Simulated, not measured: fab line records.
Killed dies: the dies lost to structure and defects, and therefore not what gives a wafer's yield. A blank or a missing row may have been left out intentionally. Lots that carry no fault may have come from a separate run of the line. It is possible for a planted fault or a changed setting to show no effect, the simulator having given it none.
Split-lot trial / flow n5_finfet / 39 wafers read across 7 lots, on a route 1938 steps long

== SPLIT DETAILS ==
At N5_FIN_SAQP_PECVD_47 (deposits a-Si from SiH4/He, target thk 45 nm, time 36.3 s), the setting time_s was moved away from the recipe's 36.3 s on 9 of the 39 wafers read, by -52.3% to +20.0%. All remaining wafers had this setting at the recipe value.

== FROM THE SPLIT TO THE READING: what the file shows between them, 4 steps ==
- N5_FIN_SAQP_PECVD_48: deposits SiNx from SiH4/NH3/N2, target thk 25 nm, time 22.1 s
- N5_FIN_SAQP_PECVD_06: deposits a-Si from SiH4/He, target thk 60 nm, time 48.1 s
- N5_FIN_SAQP_ETCH_57: etches SiNx in CH3F/O2, target depth 32.5 nm, time 46.4 s
- N5_FIN_SAQP_ETCH_65: etches SiO2 in CF4, target depth 4 nm, time 4.4 s

== THE READING ==
oes_product_au, in a.u., at N5_FIN_SAQP_MANDREL_ETCH_58 (etches a-Si in HBr/Cl2, stops on SiNx, target depth 45 nm, bt time 10 s, time 27 s). Typical for fault-free wafers on this fab line: 0.696 a.u., with standard deviation 0.015 a.u.

wafer=L076.3; tool, chamber at the split=pecvd-01, 0; time_s as run, s=36.3; against the recipe=recipe; oes_product_au, a.u.=0.700; against lot-mates on the recipe=-
wafer=L076.4; tool, chamber at the split=pecvd-01, 1; time_s as run, s=36.3; against the recipe=recipe; oes_product_au, a.u.=0.683; against lot-mates on the recipe=-
wafer=L076.5; tool, chamber at the split=pecvd-01, 1; time_s as run, s=36.3; against the recipe=recipe; oes_product_au, a.u.=0.675; against lot-mates on the recipe=-
wafer=L079.1; tool, chamber at the split=pecvd-01, 1; time_s as run, s=36.3; against the recipe=recipe; oes_product_au, a.u.=0.673; against lot-mates on the recipe=-
wafer=L079.2; tool, chamber at the split=pecvd-01, 0; time_s as run, s=36.3; against the recipe=recipe; oes_product_au, a.u.=0.697; against lot-mates on the recipe=-
wafer=L079.3; tool, chamber at the split=pecvd-01, 0; time_s as run, s=36.3; against the recipe=recipe; oes_product_au, a.u.=0.670; against lot-mates on the recipe=-
wafer=L079.4; tool, chamber at the split=pecvd-01, 1; time_s as run, s=36.3; against the recipe=recipe; oes_product_au, a.u.=0.693; against lot-mates on the recipe=-
wafer=L079.5; tool, chamber at the split=pecvd-01, 1; time_s as run, s=36.3; against the recipe=recipe; oes_product_au, a.u.=0.675; against lot-mates on the recipe=-
wafer=L079.6; tool, chamber at the split=pecvd-01, 0; time_s as run, s=36.3; against the recipe=recipe; oes_product_au, a.u.=0.695; against lot-mates on the recipe=-
wafer=L081.1; tool, chamber at the split=pecvd-01, 1; time_s as run, s=36.3; against the recipe=recipe; oes_product_au, a.u.=0.688; against lot-mates on the recipe=-
wafer=L081.2; tool, chamber at the split=pecvd-01, 0; time_s as run, s=36.3; against the recipe=recipe; oes_product_au, a.u.=0.700; against lot-mates on the recipe=-
wafer=L081.3; tool, chamber at the split=pecvd-01, 0; time_s as run, s=27.2; against the recipe=-25.1%; oes_product_au, a.u.=0.587; against lot-mates on the recipe=-0.111
wafer=L081.4; tool, chamber at the split=pecvd-01, 1; time_s as run, s=27.2; against the recipe=-25.1%; oes_product_au, a.u.=0.590; against lot-mates on the recipe=-0.108
wafer=L081.5; tool, chamber at the split=pecvd-01, 0; time_s as run, s=27.2; against the recipe=-25.1%; oes_product_au, a.u.=0.621; against lot-mates on the recipe=-0.077
wafer=L081.6; tool, chamber at the split=pecvd-01, 1; time_s as run, s=36.3; against the recipe=recipe; oes_product_au, a.u.=0.707; against lot-mates on the recipe=-
wafer=L091.1; tool, chamber at the split=pecvd-04, 1; time_s as run, s=36.3; against the recipe=recipe; oes_product_au, a.u.=0.717; against lot-mates on the recipe=-
wafer=L091.2; tool, chamber at the split=pecvd-04, 2; time_s as run, s=36.3; against the recipe=recipe; oes_product_au, a.u.=0.707; against lot-mates on the recipe=-
wafer=L091.3; tool, chamber at the split=pecvd-04, 0; time_s as run, s=36.3; against the recipe=recipe; oes_product_au, a.u.=0.688; against lot-mates on the recipe=-
wafer=L091.4; tool, chamber at the split=pecvd-04, 2; time_s as run, s=36.3; against the recipe=recipe; oes_product_au, a.u.=0.695; against lot-mates on the recipe=-
wafer=L091.5; tool, chamber at the split=pecvd-04, 1; time_s as run, s=36.3; against the recipe=recipe; oes_product_au, a.u.=0.718; against lot-mates on the recipe=-
wafer=L091.6; tool, chamber at the split=pecvd-04, 0; time_s as run, s=36.3; against the recipe=recipe; oes_product_au, a.u.=0.715; against lot-mates on the recipe=-
wafer=L092.1; tool, chamber at the split=pecvd-04, 0; time_s as run, s=36.3; against the recipe=recipe; oes_product_au, a.u.=0.674; against lot-mates on the recipe=-
wafer=L092.2; tool, chamber at the split=pecvd-04, 1; time_s as run, s=36.3; against the recipe=recipe; oes_product_au, a.u.=0.692; against lot-mates on the recipe=-
wafer=L092.3; tool, chamber at the split=pecvd-04, 2; time_s as run, s=36.3; against the recipe=recipe; oes_product_au, a.u.=0.672; against lot-mates on the recipe=-
wafer=L092.4; tool, chamber at the split=pecvd-04, 0; time_s as run, s=36.3; against the recipe=recipe; oes_product_au, a.u.=0.697; against lot-mates on the recipe=-
wafer=L092.5; tool, chamber at the split=pecvd-04, 2; time_s as run, s=36.3; against the recipe=recipe; oes_product_au, a.u.=0.679; against lot-mates on the recipe=-
wafer=L092.6; tool, chamber at the split=pecvd-04, 1; time_s as run, s=36.3; against the recipe=recipe; oes_product_au, a.u.=0.679; against lot-mates on the recipe=-
wafer=L094.1; tool, chamber at the split=pecvd-01, 2; time_s as run, s=36.3; against the recipe=recipe; oes_product_au, a.u.=0.713; against lot-mates on the recipe=-
wafer=L094.2; tool, chamber at the split=pecvd-01, 1; time_s as run, s=43.56; against the recipe=+20.0%; oes_product_au, a.u.=0.761; against lot-mates on the recipe=+0.064
wafer=L094.3; tool, chamber at the split=pecvd-01, 0; time_s as run, s=36.3; against the recipe=recipe; oes_product_au, a.u.=0.684; against lot-mates on the recipe=-
wafer=L094.4; tool, chamber at the split=pecvd-01, 1; time_s as run, s=36.3; against the recipe=recipe; oes_product_au, a.u.=0.694; against lot-mates on the recipe=-
wafer=L094.5; tool, chamber at the split=pecvd-01, 0; time_s as run, s=43.56; against the recipe=+20.0%; oes_product_au, a.u.=0.790; against lot-mates on the recipe=+0.093
wafer=L094.6; tool, chamber at the split=pecvd-01, 2; time_s as run, s=43.56; against the recipe=+20.0%; oes_product_au, a.u.=0.774; against lot-mates on the recipe=+0.077
wafer=L095.1; tool, chamber at the split=pecvd-03, 1; time_s as run, s=17.33; against the recipe=-52.3%; oes_product_au, a.u.=0.510; against lot-mates on the recipe=-0.199
wafer=L095.2; tool, chamber at the split=pecvd-03, 2; time_s as run, s=36.3; against the recipe=recipe; oes_product_au, a.u.=0.711; against lot-mates on the recipe=-
wafer=L095.3; tool, chamber at the split=pecvd-03, 0; time_s as run, s=17.33; against the recipe=-52.3%; oes_product_au, a.u.=0.506; against lot-mates on the recipe=-0.203
wafer=L095.4; tool, chamber at the split=pecvd-03, 0; time_s as run, s=17.33; against the recipe=-52.3%; oes_product_au, a.u.=0.506; against lot-mates on the recipe=-0.203
wafer=L095.5; tool, chamber at the split=pecvd-03, 2; time_s as run, s=36.3; against the recipe=recipe; oes_product_au, a.u.=0.715; against lot-mates on the recipe=-
wafer=L095.6; tool, chamber at the split=pecvd-03, 1; time_s as run, s=36.3; against the recipe=recipe; oes_product_au, a.u.=0.702; against lot-mates on the recipe=-

THE FIT
A straight line over all 39 wafers: oes_product_au changes by +0.00366 a.u. for each +1% of time_s; r = +0.97; the points scatter about the line by 0.015 a.u.
The same after taking each lot's own level away (the mean of its wafers on the recipe; 39 wafers): +0.00388 a.u. for each +1%; r = +0.99; scatter 0.011 a.u.
The reading moves by 0.2 a.u. for the largest change in time_s, on that fit.
The lots' own levels span 0.6822 to 0.7093 a.u., that is 1.8 times the standard deviation above.
So the lot-to-lot level changes the slope little: the two slopes agree.
Check: with one of the wafers moved furthest among these (-52.3%) left out of the fit, the line predicts -0.204 a.u. for it against its lot-mates. Against them it came out at -0.199 a.u.

== THE WHOLE CHAIN: every reading that the file lists as answering this split, in the file's order ==
step=N5_FIN_SAQP_PECVD_47; what it does=deposits a-Si from SiH4/He, target thk 45 nm, time 36.3 s; reading=a-Si_of_FIN_SAQP_PECVD_47.thk_nm (the simulator's own value, which no gauge read); change (the file's fit)=+0.449 nm for each +1% of the setting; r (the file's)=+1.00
step=N5_FIN_SAQP_MANDREL_ETCH_58; what it does=etches a-Si in HBr/Cl2, stops on SiNx, target depth 45 nm, bt time 10 s, time 27 s; reading=oes_product_au; change (the file's fit)=+0.00388 a.u. for each +1% of the setting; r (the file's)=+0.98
step=N5_FIN_SAQP_MANDREL_ETCH_58; what it does=etches a-Si in HBr/Cl2, stops on SiNx, target depth 45 nm, bt time 10 s, time 27 s; reading=etch.depth_nm (the simulator's own value, which no gauge read); change (the file's fit)=+0.449 nm for each +1% of the setting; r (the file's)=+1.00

== THE FILE'S OWN FIT ==
oes_product_au changes by +0.00388 a.u. for each +1% of time_s, r = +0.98.
